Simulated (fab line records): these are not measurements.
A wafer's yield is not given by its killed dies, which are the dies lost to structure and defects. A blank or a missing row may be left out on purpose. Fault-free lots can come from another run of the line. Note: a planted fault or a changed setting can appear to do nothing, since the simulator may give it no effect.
fab line records | flow n5Finfet
[record] lots = 5 wafers = 13 lastDay = 18
route steps=1938 shown BEOL_M4@1099 BEOL_M5@1112 BEOL_M6@1194 PASSIVATION@1936
lots that met no fault: taken from a fault-free run of the same line
startH: hours from the record's first day to the start of the lot's first wafer shown | waitH: hours elapsed since this lot's preceding step | " unchanged from the row above | L1.1+2: one row covering several wafers at once | - either no value or no given start | * or withheld: withheld | < > ~ a bound
route shown NAME@n: names a module that has steps shown in the file, with the first one's number in the route | usual: the fault-free wafers' mean and standard deviation | same: alike in all rows | chamber/n: place in a boat | sites: the reading at each site | _std_site: their standard deviation | _edge_site: inner sites' mean taken away from outer sites' mean | radiusMm: how far each site lies from the wafer's centre | mask NAME#n: copy n | behind: the most recent tool/chamber to have shaped the wafer | hold: reason for holding the lot/hours on hold/outcome of the hold | device: transistor that didn't switch, given as n, p or np | end of line: the route-end tests of the same wafers | step lacking rows: just its recipe | killed: dies lost to structure and defects at the first sort, not the wafer's yield | map: per-die view of a wafer (x killed, . not killed, _ where there is no die)
set.NAME: setting as actually run; set.NAME@STEP: the setting as run at that earlier step | model.NAME: the simulator's own value behind a step, which no gauge read
lots at selected steps of the route; one table per step, one row per wafer
services: a tool's chamber out of use, with start hour (startH, from the record's first day; less than 0 if before it), hours out, and reason
[[steps]]
[step N5_BEOL_M4_ANNEAL_95]
[recipe] tempC = 400 timeS = 240 ambient = vacuum
[step N5_BEOL_M4_SPUTTER_96]
[recipe] material = Cu targetThkA = 45 tempC = -20 chamberPressurePa = 0.07 powerW = withheld timeS = 8.29
[step N5_BEOL_M4_ECD_50]
[recipe] material = Cu targetThkA = 3000
[step N5_BEOL_M4_ANNEAL_51]
[recipe] tempC = 225 timeS = 90 ambient = N2
[step N5_BEOL_M4_CMP_52]
[recipe] stopOn = SiOC tOverpolishS = 6.8 downForcePsi = 1 platenRpm = 50 clearingPlatenDownForcePsi = 1.5 clearingPlatenRpm = 50 postCmpClean = cuAlkaline targetThkNm = 40 clearingPlatenPadVelocityMS = 0.99484 padVelocityMS = 0.99484
[step N5_BEOL_M4_PRE_CLEAN_60]
[recipe] gas = NH3/H2 timeS = 15 tempC = * rfPowerW = 300
[step N5_BEOL_M4_CO_CAP_55]
[recipe] material = Co targetThkA = 20 tempC = 200 precursor = CCTBA/H2 pressureTorr = 30 timeS = 102.1
[step N5_BEOL_M4_PRE_CLEAN_56]
[recipe] gas = NH3 timeS = 15 tempC = withheld rfPowerW = 300
[step N5_BEOL_M4_DEP_57]
[recipe] material = SiCN targetThkA = 80 tempC = withheld precursor = 3MS/NH3 pressureTorr = 3 rfW = 202 timeS = 14
[step N5_BEOL_M4_RC_MEAS_101]
[usual] DIBL_N = 36.1/1.7 DIBL_P = 35.9/2.1 IOFF_N = 0.154/0.029 IOFF_P = 0.21/0.035 ION_N = 673/10 ION_P = 463/7.5 SS_N = 71.6/0.59 SS_P = 73.2/0.69 VT_N = 250.5/2.9 VT_P = -250/3.2
// columns lot.wafer tool chamber startH waitH DIBL_N[mV/V] DIBL_P[mV/V] IOFF_N[nA/um] IOFF_P[nA/um] ION_N[uA/um] ION_P[uA/um] SS_N[mV/dec] SS_P[mV/dec] VT_N[mV] VT_P[mV]
L989.3 prober-02 0 207.28 0.3 38.4 38.5 0.165 0.20 675 450 72.8 74.3 252.4 -256
L989.5 " 0 " " 37.4 37.7 0.153 0.18 674 456 72.6 73.3 249.3 -256
L989.6 " 0 " " 36.9 36.4 0.141 0.17 663 446 72.5 72.9 251.9 -259
L105.2 prober-02 0 302.80 0.2 34.7 34.1 0.140 0.20 665 459 71.1 72.3 250.7 -251
L105.3 " 0 " " 34.0 33.8 0.132 0.20 663 467 71.5 72.4 253.5 -248
L106.1 prober-02 0 306.03 0.0 35.9 34.3 0.147 0.20 686 471 70.7 72.9 250.4 -248
L106.2 " 0 " " 36.8 35.8 0.165 0.24 687 475 71.4 72.7 247.7 -248
L104.2 prober-02 0 319.38 0.2 33.7 32.0 0.115 0.15 660 454 71.8 72.0 255.8 -257
L104.3 " 0 " " 34.1 32.0 0.116 0.15 672 457 71.5 72.0 255.9 -252
L104.5 " 0 " " 34.1 32.4 0.117 0.16 665 459 71.6 71.8 255.9 -251
L108.3 prober-02 0 322.57 0.5 36.9 35.6 0.153 0.20 673 460 71.0 73.0 249.8 -250
L108.5 " 0 " " 37.4 35.3 0.154 0.20 675 462 71.3 73.4 251.5 -251
L108.6 " 0 " " 38.2 36.7 0.174 0.22 671 456 71.5 73.8 248.1 -249
[step N5_BEOL_M5_ILD_DEP_00]
[recipe] material = SiCOH_lowk targetThkA = 1406.4 tempC = 300 precursor = DEMS/porogen pressureTorr = 5 rfW = 500 timeS = 25.9
[step N5_BEOL_M5_CURE_79]
[recipe] tempC = 385 timeS = 240 ambient = He/Ar material = SiCOH_lowk
[step N5_BEOL_M5_PECVD_70]
[recipe] material = SiO2 targetThkA = 160 tempC = 400 precursor = TEOS/O2 pressureTorr = 5.5 rfW = 450 teosFlowSccm = 53.8 gas = O2 flowSccm = 3000 timeS = 18
[step N5_BEOL_M5_HM_DEP_02]
[recipe] material = TiN targetThkA = 200 tempC = 25 chamberPressurePa = 0.49996
[step N5_BEOL_M5_COAT_59]
[recipe] resist = SOC tempC = 250 timeS = 60 spinRpm = 1500 resistThkNm = 60
[step N5_BEOL_M5_COAT_60]
[recipe] resist = SiARC tempC = 220 timeS = 60 spinRpm = 1500 resistThkNm = 12
[step N5_BEOL_M5_COAT_71]
[recipe] resist = underlayer tempC = 205 timeS = 60 spinRpm = 1500 resistThkNm = 5
[step N5_BEOL_M5_COAT_05]
[recipe] resist = CAR-EUV spinRpm = 1500 resistThkNm = 30
[step N5_BEOL_M5_EBR_07]
[recipe] solvent = PGMEA ebrWidthMm = 1.5
[step N5_BEOL_M5_SOFTBAKE_06]
[recipe] tempC = 110 timeS = 60 resist = CAR-EUV
[step N5_BEOL_M5_EXPOSE_08]
[recipe] maskId = M5 na = 0.33 sourceShape = annular sigmaInner = 0.4 sigmaOuter = 0.8 polarization = unpolarized targetCdNm = 28 doseMj = 35.75
[step N5_BEOL_M5_PEB_09]
[recipe] pebTempC = 100 pebTimeS = 60 resist = CAR-EUV
[step N5_BEOL_M5_DEVELOP_10]
[recipe] developTimeS = 30 developer = TMAH resist = CAR-EUV rinseLiquid = surfactantRinse dry = airSpin devTempC = 23
[step N5_BEOL_M5_DESCUM_16]
[recipe] chemistry = O2 timeS = 7 sourcePowerW = 50 biasPowerW = 20 pressureMtorr = 20 rfFrequencyHz = 2.712e+07 tempC = 40 resist = CAR-EUV o2FlowSccm = 225
[step N5_BEOL_M5_ETCH_72]
[recipe] chemistry = N2/H2 target = underlayer targetDepthA = 65 maskMaterial = CAR-EUV timeS = 5.2 ionEnergyEv = 200 pressureMtorr = 30 sourceW = 840 biasW = 150 n2FlowSccm = 200 h2FlowSccm = 200 ends = cleared
[step N5_BEOL_M5_ETCH_61]
[recipe] chemistry = CF4 target = SiARC targetDepthA = 156 maskMaterial = CAR-EUV timeS = 26 ionEnergyEv = 80 pressureMtorr = 40 sourceW = 545 biasW = 36 Ar_flow_sccm = 100 cf4FlowSccm = 100 ends = cleared
[step N5_BEOL_M5_ETCH_62]
[recipe] chemistry = N2/H2 target = SOC targetDepthA = 750 overetchA = 150 maskMaterial = SiARC tempC = 40 timeS = 112.5 ionEnergyEv = 200 pressureMtorr = 30 sourceW = 840 biasW = 150 n2FlowSccm = 200 h2FlowSccm = 200
[step N5_BEOL_M5_STRIP_63]
[recipe] chemistry = N2/H2 tempC = 40 n2FlowSccm = 200 h2FlowSccm = 200 rfFrequencyHz = 6e+07
[step N5_BEOL_M5_STRIP_73]
[recipe] chemistry = N2/H2 tempC = 40 n2FlowSccm = 200 h2FlowSccm = 200 rfFrequencyHz = 6e+07
[step N5_BEOL_M5_STRIP_64]
[recipe] chemistry = CF4 resist = SiARC powerW = 300 biasPowerW = 75 pressureMtorr = 50 cf4FlowSccm = 150 rfFrequencyHz = 6e+07
[step N5_BEOL_M5_HM_OPEN_17]
[recipe] chemistry = Cl2/BCl3 targetDepthA = 200 overetchA = 60 target = TiN maskMaterial = SOC ionEnergyEv = 150 pressureMtorr = 10 icpW = 1000 biasW = 126 Cl2_flow_sccm = 53.25 bcl3FlowSccm = 21.75 Ar_flow_sccm = 25
[step N5_BEOL_M5_STRIP_19]
[recipe] chemistry = O2 powerW = 400 tempC = 40 pressureMtorr = 30 rfFrequencyHz = 6e+07 biasPowerW = 0 overashFraction = 0.2 o2FlowSccm = 225
[step N5_BEOL_M5_COAT_65]
[recipe] resist = SOC tempC = 250 timeS = 60 spinRpm = 1500 resistThkNm = 60
[step N5_BEOL_M5_COAT_66]
[recipe] resist = SiARC tempC = 220 timeS = 60 spinRpm = 1500 resistThkNm = 12
[step N5_BEOL_M6_ILD_DEP_00]
[recipe] material = SiCOH_lowk targetThkA = 1797.5 tempC = 300 precursor = DEMS/porogen pressureTorr = 5 rfW = 500 timeS = 33.4
[usual] heaterPowerW = 307/43 showerheadPlenumPTorr = 5.730/0.013 showerheadVppV = 1342/38 throttleValvePct = 13.7/0.75
// columns lot.wafer tool chamber startH waitH heaterPowerW showerheadPlenumPTorr showerheadVppV throttleValvePct model.SiCOH_lowk_of_BEOL_M6_ILD_DEP_00.thkNm
L989.3 pecvd-01 2 219.03 0.0 313 5.721 1367 13.0 183.2
L989.5 " 0 " " 273 5.737 1333 14.8 180.6
L989.6 " 1 " " 309 5.745 1324 14.1 181.4
L105.2 pecvd-01 2 315.04 0.0 351 5.718 1356 12.9 276.2
L105.3 " 0 " " 257 5.733 1346 14.8 277.8
L106.1 pecvd-01 0 317.64 0.0 295 5.723 1350 14.9 178.4
L106.2 " 1 " " 302 5.711 1325 13.8 275.6
L104.2 pecvd-01 0 332.49 0.0 287 5.728 1354 14.6 278.4
L104.3 " 2 " " 326 5.713 1354 13.2 276.4
L104.5 " 2 " " 339 5.709 1343 13.3 183
L108.3 pecvd-03 0 339.13 0.0 266 5.749 1309 15.7 176.6
L108.5 " 2 " " 291 5.731 1361 12.4 184
L108.6 " 1 " " 372 5.733 1363 13.2 182.2
[step N5_BEOL_M6_THK_MEAS_01]
[recipe] reads = SiCOH_lowk_of_BEOL_M6_ILD_DEP_00
[usual] M6_ILD_THK = 155.4/2
// columns lot.wafer tool chamber startH waitH M6_ILD_THK[nm]
L989.3 filmMetro-01 - 219.60 0.3 157.9
L989.5 " - " " 155.6
L989.6 " - " " 156.5
L105.2 filmMetro-02 - 315.62 0.4 239.3
L105.3 " - " " 240.9
L106.1 filmMetro-02 - 318.22 0.4 153.7
L106.2 " - " " 238.9
L104.2 filmMetro-02 - 333.55 0.7 241.3
L104.3 " - " " 239.6
L104.5 " - " " 157.7
L108.3 filmMetro-01 - 340.19 0.5 152.2
L108.5 " - " " 158.6
L108.6 " - " " 157.2
[step N5_BEOL_M6_CMP_52]
[recipe] stopOn = SiCOH_lowk tOverpolishS = 6.9 downForcePsi = 1 platenRpm = 50 clearingPlatenDownForcePsi = 1.5 clearingPlatenRpm = 50 postCmpClean = cuAlkaline targetThkNm = 80 clearingPlatenPadVelocityMS = 0.99484 padVelocityMS = 0.99484
[usual] edgeZonePressureFrac = 1.000/0.0048 motorCurrentA = 6.2/0.51 retainingRingPressureFrac = 1.000/0.0049
// columns lot.wafer tool chamber startH waitH edgeZonePressureFrac motorCurrentA retainingRingPressureFrac model.SiCOH_lowk_of_BEOL_M6_ILD_DEP_00.thkNm
L989.3 cmp-03 1 226.45 0.3 1.013 6.3 1.005 155
L989.6 " 2 " " 1.003 5.7 0.996 153.4
L989.5 " 3 " " 1.013 6.6 0.998 152.6
L105.3 cmp-02 1 322.47 0.2 0.998 5.9 0.999 237.8
L105.2 " 3 " " 0.993 6.3 0.995 236.6
L106.1 cmp-03 3 323.81 0.3 1.005 7.0 1.000 150.8
L106.2 " 1 " " 0.997 6.1 0.996 236
L104.3 cmp-03 3 341.38 0.2 0.997 7.0 1.002 236.6
L104.2 " 0 " " 0.993 6.2 0.996 238.4
L104.5 " 2 " " 0.993 6.1 0.999 154.8
L108.3 cmp-02 2 346.96 0.3 1.002 5.5 0.998 149.2
L108.5 " 3 " " 0.997 6.4 1.001 155.8
L108.6 " 0 " " 1.002 5.6 0.994 154.2
[step N5_PASSIVATION_PROBE_49]
[usual] defectLimitedYield = 91.3/1.4 killed_at_M0_to_M3 = 34/9.2 killed_at_M4_up = 13/5.3 killedAtContacts = 12/6 killedAtFrontEnd = 39/12 killedAtOther = 4/3.3 killedDies = 102/17 killedOnRim = 13/3.9 killedOpen = 67/12 killedShort = 34/7.4 sort_bin_5_function = 5.1/1 sort_bin_6_memory = 3.2/0.6 sortNPass = 1078/17 sortYieldPct = 91.3/1.4
[same] grossDies = 1180 killedAtBackSide = 0 sort_bin_4_leakage[%] = 0 sort_bin_8_speed[%] = 0
// columns lot.wafer tool chamber startH waitH defectLimitedYield[%] killed_at_M0_to_M3 killed_at_M4_up killedAtContacts killedAtFrontEnd killedAtOther killedDies killedOnRim killedOpen killedShort sort_bin_5_function[%] sort_bin_6_memory[%] sortNPass sortYieldPct[%]
L989.3 prober-01 - 316.62 0.1 90.8 35 8 14 43 8 108 14 64 44 5.7 3.4 1072 90.8
L989.5 prober-01 - 316.72 0.2 91.0 29 12 7 43 15 106 12 74 32 5.8 2.9 1074 91.0
L989.6 prober-01 - 316.77 0.3 91.5 33 12 5 33 17 100 15 61 39 4.7 3.2 1080 91.5
L105.2 prober-01 - 411.40 0.1 0 25 1100 4 38 13 1180 152 62 31 96.3 3.6 0 0
L105.3 prober-01 - 411.45 0.1 0 45 1103 10 18 4 1180 152 63 29 97.0 2.7 0 0
L106.1 prober-02 - 415.01 0.0 92.6 17 17 17 36 0 87 10 49 35 3.6 3.1 1093 92.6
L106.2 prober-02 - 415.06 0.1 0 50 1076 14 39 1 1180 152 73 38 95.8 3.8 0 0
L104.2 prober-01 - 430.14 0.1 0 25 1094 4 53 4 1180 152 65 34 96.5 3.0 0 0
L104.3 prober-01 - 430.19 0.1 0 31 1111 5 33 0 1180 152 47 35 97.4 2.5 0 0
L104.5 prober-01 - 430.29 0.2 93.3 22 8 8 39 2 79 16 40 33 3.3 3.0 1101 93.3
L108.3 prober-01 - 435.33 0.1 90.9 37 28 9 28 5 107 18 68 39 5.9 3.0 1073 90.9
L108.5 prober-01 - 435.43 0.2 90.5 46 22 5 36 3 112 21 82 29 5.4 4.0 1068 90.5
L108.6 prober-01 - 435.48 0.3 94.7 17 13 5 24 4 63 12 43 20 2.9 2.2 1117 94.7
// killed by level:class
L989.3 FIN_SAQP:geometricParticle:open=12 BEOL_M0_SAQP:geometricParticle:short=11 MOL_CONTACT_COAG:geometricParticle:open=10 FIN_SAQP:geometricParticle:short=8 STI_FIN_REVEAL:geometricParticle:open=6 BEOL_M0_SAQP:geometricParticle:open=6 BEOL_M3:geometricParticle:open=6 MIM_TOP:geometricParticle:short=5
L989.5 FIN_SAQP:geometricParticle:open=15 FIN_SAQP:geometricParticle:short=12 BEOL_M0_SAQP:geometricParticle:open=9 MOL_CONTACT_COAG:geometricParticle:open=7 STI_FIN_REVEAL:geometricParticle:open=6 BEOL_M3:geometricParticle:open=6 BEOL_M4:geometricParticle:open=6 MIM_TOP:geometricParticle:open=6
L989.6 FIN_SAQP:geometricParticle:short=12 BEOL_M2:geometricParticle:open=11 FIN_SAQP:geometricParticle:open=7 BEOL_M0_SAQP:geometricParticle:short=6 PASS1_CAP:geometricParticle:open=6 MOL_CONTACT_COAG:geometricParticle:open=5 BEOL_M3:geometricParticle:open=5 PASS1_CAP:geometricParticle:short=5
L105.2 BEOL_M6:areaEtch=1087 BEOL_M0_SAQP:geometricParticle:open=8 GATE_CUT:geometricParticle:short=7 FIN_SAQP:geometricParticle:open=6 DUMMY_GATE:geometricParticle:open=6 GATE_CUT:geometricParticle:open=5 BEOL_M0_SAQP:geometricParticle:short=5 BEOL_M6:geometricParticle:open=5
L105.3 BEOL_M6:areaEtch=1087 BEOL_M0_SAQP:geometricParticle:short=10 MOL_CONTACT_COAG:geometricParticle:open=9 FIN_SAQP:geometricParticle:open=8 BEOL_M1:geometricParticle:open=8 BEOL_M0_SAQP:geometricParticle:open=7 BEOL_M0:geometricParticle:open=6 BEOL_M4:geometricParticle:open=5
L106.1 FIN_SAQP:geometricParticle:short=12 MOL_CONTACT_COAG:geometricParticle:open=12 FIN_SAQP:geometricParticle:open=9 BEOL_M0_SAQP:geometricParticle:open=6 MOL_CONTACT_COAG:geometricParticle:short=5 BEOL_M4:geometricParticle:open=5 BEOL_M0_SAQP:geometricParticle:short=4 BEOL_M3:geometricParticle:open=3
L106.2 BEOL_M6:areaEtch=1069 BEOL_M0_SAQP:geometricParticle:open=16 FIN_SAQP:geometricParticle:short=15 MOL_CONTACT_COAG:geometricParticle:open=10 BEOL_M3:geometricParticle:open=10 FIN_SAQP:geometricParticle:open=9 BEOL_M0_SAQP:geometricParticle:short=7 BEOL_M2:geometricParticle:open=7
L104.2 BEOL_M6:areaEtch=1079 FIN_SAQP:geometricParticle:open=15 STI_FIN_REVEAL:geometricParticle:open=8 FIN_SAQP:geometricParticle:short=7 GATE_CUT:geometricParticle:short=6 BEOL_M2:geometricParticle:open=5 DUMMY_GATE:geometricParticle:open=4 BEOL_M0_SAQP:geometricParticle:open=4
L104.3 BEOL_M6:areaEtch=1097 FIN_SAQP:geometricParticle:open=8 BEOL_M0_SAQP:geometricParticle:open=8 FIN_SAQP:geometricParticle:short=7 BEOL_M0_SAQP:geometricParticle:short=7 BEOL_M1:geometricParticle:open=6 STI_FIN_REVEAL:geometricParticle:open=5 BEOL_M4:geometricParticle:short=5
L104.5 FIN_SAQP:geometricParticle:short=9 BEOL_M0_SAQP:geometricParticle:short=7 FIN_SAQP:geometricParticle:open=6 MOL_CONTACT_COAG:geometricParticle:open=6 GATE_CUT:geometricParticle:short=4 STARTING-WAFER:geometricParticle:open=4 BEOL_M0_SAQP:geometricParticle:open=3 BEOL_M0:geometricParticle:open=3
L108.3 BEOL_M4:geometricParticle:open=9 BEOL_M2:geometricParticle:open=8 BEOL_M4:geometricParticle:short=8 FIN_SAQP:geometricParticle:open=7 BEOL_M3:geometricParticle:open=7 FIN_SAQP:geometricParticle:short=6 MOL_CONTACT_COAG:geometricParticle:open=6 BEOL_M0_SAQP:geometricParticle:short=5
L108.5 STI_FIN_REVEAL:geometricParticle:open=13 BEOL_M2:geometricParticle:open=11 BEOL_M0_SAQP:geometricParticle:short=10 BEOL_M3:geometricParticle:open=9 BEOL_M1:geometricParticle:open=8 BEOL_M4:geometricParticle:open=8 BEOL_M0_SAQP:geometricParticle:open=7 FIN_SAQP:geometricParticle:open=4
L108.6 STI_FIN_REVEAL:geometricParticle:open=5 DUMMY_GATE:geometricParticle:open=4 BEOL_M4:geometricParticle:open=4 MOL_CONTACT_COAG:geometricParticle:open=3 BEOL_M0_SAQP:geometricParticle:open=3 BEOL_M1:geometricParticle:open=3 BEOL_M2:geometricParticle:open=3 BEOL_M3:geometricParticle:open=3
// map L104.2 (x killed, . not)
_________________xxxxxxxxxxxx________________
______________xxxxxxxxxxxxxxxxxx_____________
___________xxxxxxxxxxxxxxxxxxxxxxxx__________
__________xxxxxxxxxxxxxxxxxxxxxxxxxx_________
________xxxxxxxxxxxxxxxxxxxxxxxxxxxxxx_______
_______xxxxxxxxxxxxxxxxxxxxxxxxxxxxxxxx______
______xxxxxxxxxxxxxxxxxxxxxxxxxxxxxxxxxx_____
_____xxxxxxxxxxxxxxxxxxxxxxxxxxxxxxxxxxxx____
____xxxxxxxxxxxxxxxxxxxxxxxxxxxxxxxxxxxxxx___
___xxxxxxxxxxxxxxxxxxxxxxxxxxxxxxxxxxxxxxxx__
___xxxxxxxxxxxxxxxxxxxxxxxxxxxxxxxxxxxxxxxx__
__xxxxxxxxxxxxxxxxxxxxxxxxxxxxxxxxxxxxxxxxxx_
__xxxxxxxxxxxxxxxxxxxxxxxxxxxxxxxxxxxxxxxxxx_
_xxxxxxxxxxxxxxxxxxxxxxxxxxxxxxxxxxxxxxxxxxxx
_xxxxxxxxxxxxxxxxxxxxxxxxxxxxxxxxxxxxxxxxxxxx
_xxxxxxxxxxxxxxxxxxxxxxxxxxxxxxxxxxxxxxxxxxxx
_xxxxxxxxxxxxxxxxxxxxxxxxxxxxxxxxxxxxxxxxxxxx
_xxxxxxxxxxxxxxxxxxxxxxxxxxxxxxxxxxxxxxxxxxxx
_xxxxxxxxxxxxxxxxxxxxxxxxxxxxxxxxxxxxxxxxxxxx
_xxxxxxxxxxxxxxxxxxxxxxxxxxxxxxxxxxxxxxxxxxxx
_xxxxxxxxxxxxxxxxxxxxxxxxxxxxxxxxxxxxxxxxxxxx
__xxxxxxxxxxxxxxxxxxxxxxxxxxxxxxxxxxxxxxxxxx_
__xxxxxxxxxxxxxxxxxxxxxxxxxxxxxxxxxxxxxxxxxx_
___xxxxxxxxxxxxxxxxxxxxxxxxxxxxxxxxxxxxxxxx__
___xxxxxxxxxxxxxxxxxxxxxxxxxxxxxxxxxxxxxxxx__
____xxxxxxxxxxxxxxxxxxxxxxxxxxxxxxxxxxxxxx___
_____xxxxxxxxxxxxxxxxxxxxxxxxxxxxxxxxxxxx____
______xxxxxxxxxxxxxxxxxxxxxxxxxxxxxxxxxx_____
_______xxxxxxxxxxxxxxxxxxxxxxxxxxxxxxxx______
________xxxxxxxxxxxxxxxxxxxxxxxxxxxxxx_______
__________xxxxxxxxxxxxxxxxxxxxxxxxxx_________
___________xxxxxxxxxxxxxxxxxxxxxxxx__________
______________xxxxxxxxxxxxxxxxxx_____________
_________________xxxxxxxxxxxx________________
// map L105.2 (x killed, . not)
_________________xxxxxxxxxxxx________________
______________xxxxxxxxxxxxxxxxxx_____________
___________xxxxxxxxxxxxxxxxxxxxxxxx__________
__________xxxxxxxxxxxxxxxxxxxxxxxxxx_________
________xxxxxxxxxxxxxxxxxxxxxxxxxxxxxx_______
_______xxxxxxxxxxxxxxxxxxxxxxxxxxxxxxxx______
______xxxxxxxxxxxxxxxxxxxxxxxxxxxxxxxxxx_____
_____xxxxxxxxxxxxxxxxxxxxxxxxxxxxxxxxxxxx____
____xxxxxxxxxxxxxxxxxxxxxxxxxxxxxxxxxxxxxx___
___xxxxxxxxxxxxxxxxxxxxxxxxxxxxxxxxxxxxxxxx__
___xxxxxxxxxxxxxxxxxxxxxxxxxxxxxxxxxxxxxxxx__
__xxxxxxxxxxxxxxxxxxxxxxxxxxxxxxxxxxxxxxxxxx_
__xxxxxxxxxxxxxxxxxxxxxxxxxxxxxxxxxxxxxxxxxx_
_xxxxxxxxxxxxxxxxxxxxxxxxxxxxxxxxxxxxxxxxxxxx
_xxxxxxxxxxxxxxxxxxxxxxxxxxxxxxxxxxxxxxxxxxxx
_xxxxxxxxxxxxxxxxxxxxxxxxxxxxxxxxxxxxxxxxxxxx
_xxxxxxxxxxxxxxxxxxxxxxxxxxxxxxxxxxxxxxxxxxxx
_xxxxxxxxxxxxxxxxxxxxxxxxxxxxxxxxxxxxxxxxxxxx
_xxxxxxxxxxxxxxxxxxxxxxxxxxxxxxxxxxxxxxxxxxxx
_xxxxxxxxxxxxxxxxxxxxxxxxxxxxxxxxxxxxxxxxxxxx
_xxxxxxxxxxxxxxxxxxxxxxxxxxxxxxxxxxxxxxxxxxxx
__xxxxxxxxxxxxxxxxxxxxxxxxxxxxxxxxxxxxxxxxxx_
__xxxxxxxxxxxxxxxxxxxxxxxxxxxxxxxxxxxxxxxxxx_
___xxxxxxxxxxxxxxxxxxxxxxxxxxxxxxxxxxxxxxxx__
___xxxxxxxxxxxxxxxxxxxxxxxxxxxxxxxxxxxxxxxx__
____xxxxxxxxxxxxxxxxxxxxxxxxxxxxxxxxxxxxxx___
_____xxxxxxxxxxxxxxxxxxxxxxxxxxxxxxxxxxxx____
______xxxxxxxxxxxxxxxxxxxxxxxxxxxxxxxxxx_____
_______xxxxxxxxxxxxxxxxxxxxxxxxxxxxxxxx______
________xxxxxxxxxxxxxxxxxxxxxxxxxxxxxx_______
__________xxxxxxxxxxxxxxxxxxxxxxxxxx_________
___________xxxxxxxxxxxxxxxxxxxxxxxx__________
______________xxxxxxxxxxxxxxxxxx_____________
_________________xxxxxxxxxxxx________________
[[services]]
// columns tool chamber startH hours kind
cmp-03 - 223.70 0.5 repair
pecvd-03 0 227.00 - calibration
cmp-03 - 228.34 5.3 pm
cmp-02 - 233.52 6.2 pm
pecvd-03 1 250.46 5.5 scheduledDown
cmp-02 - 256.17 4.0 pm
cmp-03 - 258.86 7.2 repair
cmp-02 - 260.17 - consumableReplace:conditioner
cmp-02 - 260.17 - consumableReplace:pad
cmp-03 - 267.94 1.7 repair
pecvd-03 0 272.56 2.1 scheduledDown
pecvd-01 1 284.69 6.8 repair
pecvd-01 - 286.81 3.3 repair
cmp-03 - 322.95 0.5 repair
[[key]]
[firstSign] step = N5_BEOL_M6_THK_MEAS_01 reading = M6_ILD_THK direction = up sigmas = 41 usual = 155.4 struck = 240.0
[effect] step = N5_PASSIVATION_PROBE_49 reading = killed_at_M4_up direction = up sigmas = 99+ usual = 13 struck = 1097
[modelEffect] step = N5_BEOL_M6_ILD_DEP_00 value = SiCOH_lowk_of_BEOL_M6_ILD_DEP_00.thkNm without = 179.5 struck = 276.9
[modelEffect] step = N5_BEOL_M6_CMP_52 value = SiCOH_lowk_of_BEOL_M6_ILD_DEP_00.thkNm without = 151.9 struck = 237.1
[moreKillsBornAt] N5_BEOL_M6_ETCH_41@rieDiel-04 = 4350 N5_BEOL_M6_ETCH_41@rieDiel-01 = 1069
metAt N5_BEOL_M6_ILD_DEP_00
struckWafers L104.2,L104.3,L105.2,L105.3,L106.2
laterRowsLeftOut L104.2,L104.3,L105.2,L105.3,L106.2
onsetBetween 219.03 315.04
[fault] kind = processParameterDrift tool = pecvd-01 chamber = - onsetH = 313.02 steps = N5_BEOL_M6_ILD_DEP_00 channel = timeS offset = * shape = step endH = 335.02 scope = struckWafersOnly actsIn = * stated = *
// laterRowsLeftOut: the simulator's readings of these wafers behind a module that went badly wrong aren't trusted and aren't shown, but for the sort
